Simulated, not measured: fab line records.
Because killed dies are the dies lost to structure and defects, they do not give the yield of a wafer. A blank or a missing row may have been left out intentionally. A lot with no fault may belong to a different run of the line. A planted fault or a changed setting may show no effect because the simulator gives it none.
Matching of chambers    flow nand_harc    4 sister chambers for NHARC_A_CONTACT_ETCH_88 on rie_diel-11
The step etches the open film in CF4, target depth 39 nm, time 65 s. 4 wafers are shown with their chamber, then 8 later ones without.

WAFERS, EACH WITH ITS CHAMBER
wafer   chamber  showerhead_plenum_p_Torr (Torr)
L083.1  2        1.90
L085.6  3        1.80
L090.6  0        1.77
L094.1  1        1.82

WAFERS MISSING THEIR CHAMBER
wafer   showerhead_plenum_p_Torr (Torr)
L094.4  1.79
L094.6  1.89
L095.1  1.89
L095.2  1.79
L095.4  1.77
L096.3  1.82
L096.5  1.79
L096.6  1.77

EACH ONE'S CHAMBER
wafer   from the rows above      in truth
L094.4  can't be placed: 3 or 0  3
L094.6  2                        2
L095.1  2                        2
L095.2  can't be placed: 3 or 0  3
L095.4  0                        0
L096.3  1                        1
L096.5  can't be placed: 3 or 0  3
L096.6  0                        0
Placed correctly: 5 of 8. Not placeable from these rows: 3 (in 3, the candidates include the true chamber). Wrongly placed: 0.
How it was worked out, from the rows above alone: a wafer's distance from a chamber is the root of the sum, over the readings, of the square of ((its reading less the chamber's mean) divided by the reading's scatter). If the next closest chamber is less than 2 further off than the closest, the wafer can't be placed; otherwise it belongs to the closest. For every chamber, the mean is computed from those of its wafers that are shown. The scatter: with one shown wafer a chamber, the root of the mean of the squares of how far each hidden wafer lies from its nearest shown one.
